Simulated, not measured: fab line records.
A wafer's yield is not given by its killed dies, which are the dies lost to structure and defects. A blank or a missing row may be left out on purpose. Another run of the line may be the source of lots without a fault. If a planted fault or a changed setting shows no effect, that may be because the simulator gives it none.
A lot that was struck, set against a sound lot | flow nand-harc | 39 out of 1302 route steps
Sound: these wafers, L465.2, L465.3, L465.5. Struck: wafer L483.3. (L483.1, L483.2 of the same lot were not struck and are left out.) The cause comes at the end.
Per side, at each step with rows, come the tool, then ch with its chambers, and then its first start. Under that, the readings that differ: sound wafers | struck wafers | difference of the means | sigmas: that difference in standard deviations of wafers without a fault.
alike: readings with means less than 2 such deviations apart, plus words and numbers identical on both sides. not compared: withheld readings, readings lacking a value on some wafer, bounds such as >300 that could conceal the same value, and numbers that have no deviation in the record and whose values overlap.
Wherever a step has rows on one side only, a row that says differs or no value, or a row with sigmas, the two part there. When numbers do not overlap yet have no deviation, they are printed without sigmas and do not part them. A reading missing from all wafers of one side parts the sides only when that side holds two or more wafers.

NHARC_A_M0_CD_MEAS_09: target cd 80 nm.
  sound on cd-sem-01 ch 0, day 24 00:36; struck on cd-sem-01 ch 0, day 31 07:17
  alike: cd-nm
NHARC_A_M0_OVL_MEAS_10: pitch 160 nm.
  sound on overlay-02, day 24 00:41; struck on overlay-02, day 31 07:22
  alike: overlay-x-nm, overlay-y-nm
NHARC_A_M0_INSPECT_11:
  sound on defect-inspect-01, day 24 00:43; struck on defect-inspect-02, day 31 07:25
  alike: raw-defect-count
then, 2 steps without rows for these wafers: NHARC_A_M0_DESCUM_14 (chemistry O2, time 3 s); NHARC_A_M0_ETCH_34 (etches the open film in N2/H2, target depth 40 nm, overetch 12 nm, time 43.94 s).
NHARC_A_M0_ETCH_15: etches the open film in C4F8/Ar, target depth 150 nm, overetch 15 nm, time 82.5 s.
  sound: rie-diel-01 ch 0,1,3; struck: rie-diel-12 ch 1
  alike: oes-product-au, rf-vpp-V
  not compared: rf-hours-counter-h
NHARC_A_M0_CD_MEAS_16:
  sound on cd-sem-01, day 24 01:05; struck on cd-sem-02, day 31 07:46
  alike: cd-nm
then, 5 steps without rows for these wafers: NHARC_A_M0_STRIP_18 (strips in N2/H2); NHARC_A_M0_STRIP_19 (strips in post etch residue remover, time 600 s); NHARC_A_M0_DEGAS_28 (time 60 s); NHARC_A_M0_PRE_CLEAN_29 (time 30 s); NHARC_A_M0_PVD_20 (deposits TaN, target thk 5 nm, time 8.06 s).
NHARC_A_M0_PVD_21: deposits Cu, target thk 30 nm, time 20.49 s.
  sound on pvd-sputter-03, day 24 01:55; struck on pvd-sputter-03, day 31 08:40
  alike: throttle-valve-pct
then, 1 step without rows for these wafers: NHARC_A_M0_ECD_22 (material Cu, target thk 400 nm).
NHARC_A_M0_ANNEAL_30: time 90 s.
  sound on rtp-anneal-02 ch 0, day 24 02:29; struck on rtp-anneal-01 ch 0, day 31 09:12
  alike: wafer_temp_C_max
then, 2 steps without rows for these wafers: NHARC_A_M0_CMP_23 (polishes, t overpolish 20 s, target thk 113.75 nm); NHARC_A_M0_SRD_25.
NHARC_A_M0_PRE_CLEAN_31: time 12 s.
  sound on pecvd-04 ch 0,1,2, day 24 03:20; struck on pecvd-01 ch 2, day 31 10:05
  alike: heater-power-w
NHARC_A_M0_DEP_32: deposits SiCN, target thk 30 nm.
  sound on pecvd-04 ch 0,1,2, day 24 03:27; struck on pecvd-01 ch 2, day 31 10:10
  alike: heater-power-w
then, 10 steps without rows for these wafers: NHARC_A_M1_DEP_00 (deposits SiOC, target thk 182.5 nm); NHARC_A_M1_DEHYDRATE_01 (time 120 s); NHARC_A_M1_HMDS_02 (time 30 s); NHARC_A_M1_COAT_34 (time 65 s); NHARC_A_M1_COAT_03 (resist thk 90 nm); NHARC_A_M1_SOFTBAKE_04 (time 55 s); NHARC_A_M1_EBR_05; NHARC_A_M1_EXPOSE_06 (exposes mask A M1, target cd 120 nm); NHARC_A_M1_PEB_07 (peb time 65 s); NHARC_A_M1_DEVELOP_08 (develop time 35 s).
NHARC_A_M1_CD_MEAS_09: target cd 120 nm.
  sound on cd-sem-01 ch 0, day 24 04:41; struck on cd-sem-01 ch 0, day 31 11:23
  alike: cd-nm
NHARC_A_M1_OVL_MEAS_10: pitch 240 nm.
  sound on overlay-02, day 24 04:47; struck on overlay-02, day 31 11:29
  reading           | sound          | struck | difference | sigmas
  overlay-y-nm (nm) | -0.4 -1.1 -0.7 | 0.8    | +1.5       | +2
  alike: overlay-x-nm
then, 3 steps without rows for these wafers: NHARC_A_M1_DESCUM_14 (chemistry O2, time 3 s); NHARC_A_M1_ETCH_35 (etches the open film in N2/H2, target depth 40 nm, overetch 12 nm, time 43.94 s); NHARC_A_M1_ETCH_15 (etches the open film in C4F8/Ar, target depth 182.5 nm, time 91.2 s).
NHARC_A_M1_CD_MEAS_16:
  sound on cd-sem-01, day 24 05:12; struck on cd-sem-02, day 31 11:53
  alike: cd-nm
NHARC_A_M1_STRIP_18: strips in N2/H2.
  sound on rie-diel-06 ch 1,2,3, day 24 05:16; struck on rie-diel-10 ch 0, day 31 11:58
  reading                         | sound          | struck | difference | sigmas
  rf-vpp-V (V)                    | 89.7 89.8 89.7 | 92.8   | +3.1       | +3
  showerhead-plenum-p-Torr (Torr) | 1.94 1.95 2.00 | 2.15   | +0.19      | +2
  alike: drypump-motor-current-A, oes-product-au, throttle-valve-pct
  not compared: rf-hours-counter-h
then, 2 steps without rows for these wafers: NHARC_A_M1_ETCH_28 (etches the open film in CF4/N2, target depth 30 nm, time 72.99 s); NHARC_A_M1_STRIP_19 (strips in post etch residue remover, time 600 s).
NHARC_END_SORT_01:
  only the struck wafers appear in the record here, on prober-01 ch 0 at day 33 10:35; the sound ones have no rows

## WHERE THEY PART
At NHARC_A_M1_OVL_MEAS_10 first; at NHARC_END_SORT_01 last (within this record only).

WHY: the cause the simulator had injected
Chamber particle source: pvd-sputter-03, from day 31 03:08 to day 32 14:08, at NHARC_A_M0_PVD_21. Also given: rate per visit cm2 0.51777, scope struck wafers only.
